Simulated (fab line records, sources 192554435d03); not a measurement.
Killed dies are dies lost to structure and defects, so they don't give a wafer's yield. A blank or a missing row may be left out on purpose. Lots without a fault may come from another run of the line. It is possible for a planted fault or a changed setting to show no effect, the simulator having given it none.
The tool behind it: which one? | flow n5 finfet | 30 wafers from 10 lots sampled at 5 of the route's 1938 steps

WHAT THE GAUGES SHOWED, per wafer
N5_BEOL_M4_RC_MEAS_101.
lot  | measured     | on        | DIBL_N (mV/V)
L254 | day 8 13:11  | prober-02 | 34.3 34.6 33.5
L255 | day 8 23:14  | prober-01 | 35.8 36.4 36.6
L259 | day 10 02:28 | prober-02 | 33.7 35.1 33.6
L260 | day 10 03:15 | prober-02 | 36.5 37.6 37.4
L261 | day 10 11:20 | prober-02 | 37.7 35.7 34.8
L268 | day 12 15:07 | prober-01 | 34.7 33.4 35.4
L270 | day 12 11:26 | prober-01 | 35.3 34.3 34.0
L271 | day 12 17:35 | prober-02 | 33.4 33.5 36.0
L272 | day 12 22:13 | prober-02 | 35.3 37.8 35.5
L273 | day 13 20:10 | prober-01 | 34.3 36.4 35.3

TOOL THAT RAN EACH LOT (tool first, then ch and the chambers of the sampled wafers, then the start)
lot  | N5_BEOL_M0_SPUTTER_116       | N5_BEOL_M0_ANNEAL_133        | N5_BEOL_M0_CO_CAP_123            | N5_BEOL_M1_ILD_DEP_00
L254 | pvd sputter-01, day 6 16:33  | pvd sputter-01, day 6 16:45  | cvd co-02 ch 0,1,2, day 6 19:33  | pecvd-03 ch 0,1, day 6 19:48
L255 | pvd sputter-02, day 7 00:22  | pvd sputter-02, day 7 00:34  | cvd co-02 ch 1,2, day 7 05:23    | pecvd-01 ch 2, day 7 05:38
L259 | pvd sputter-02, day 8 02:31  | pvd sputter-02, day 8 02:43  | cvd co-01 ch 0,1,2, day 8 06:36  | pecvd-04 ch 0,1, day 8 06:50
L260 | pvd sputter-01, day 8 04:49  | pvd sputter-01, day 8 05:01  | cvd co-01 ch 0,1,2, day 8 08:50  | pecvd-03 ch 0,1,2, day 8 09:05
L261 | pvd sputter-02, day 8 12:10  | pvd sputter-02, day 8 12:22  | cvd co-01 ch 1,2, day 8 17:59    | pecvd-03 ch 0,1,2, day 8 18:13
L268 | pvd sputter-03, day 10 04:25 | pvd sputter-03, day 10 04:37 | cvd co-01 ch 1,2, day 10 09:34   | pecvd-03 ch 0,2, day 10 09:50
L270 | pvd sputter-03, day 10 16:13 | pvd sputter-03, day 10 16:25 | cvd co-01 ch 0,1,2, day 10 20:22 | pecvd-04 ch 1,2, day 10 20:37
L271 | pvd sputter-03, day 10 19:32 | pvd sputter-03, day 10 19:44 | cvd co-02 ch 0,2, day 10 21:55   | pecvd-04 ch 0,2, day 10 22:09
L272 | pvd sputter-02, day 11 00:57 | pvd sputter-02, day 11 01:09 | cvd co-02 ch 0,1, day 11 02:26   | pecvd-03 ch 0,2, day 11 02:40
L273 | pvd sputter-03, day 11 17:01 | pvd sputter-03, day 11 17:13 | cvd co-01 ch 0,1,2, day 11 20:14 | pecvd-04 ch 1,2, day 11 20:31
- N5_BEOL_M0_SPUTTER_116: material Cu, target thk 4 nm, time 7.37 s.
- N5_BEOL_M0_ANNEAL_133: time 60 s.
- N5_BEOL_M0_CO_CAP_123: material Co, precursor CCTBA/H2, target thk 2 nm, time 102.1 s.
- N5_BEOL_M1_ILD_DEP_00: deposits SiOC from DEMS/O2, target thk 79 nm, time 15.3 s.

THE ANSWER, worked out from the rows above alone
Rule: the usual values come from the lots themselves. The widest of any qualifying gaps counts: lots, ordered by their means at a reading, are off when they make up no more than a third of the lots, leave a main group of 4 or more, and stand apart from it by 3 or more times the standard deviation of that group's means. Not used: any main group whose means are identical at the precision the tables above print for the reading. A lot without any number at a reading at which 4 lots or more have one is off too. Where the step has rows for the other lots, those lots are counted as sound.
Nothing can be told from this: no lot is off at any reading shown.

WHAT WAS PUT IN BY THE SIMULATOR
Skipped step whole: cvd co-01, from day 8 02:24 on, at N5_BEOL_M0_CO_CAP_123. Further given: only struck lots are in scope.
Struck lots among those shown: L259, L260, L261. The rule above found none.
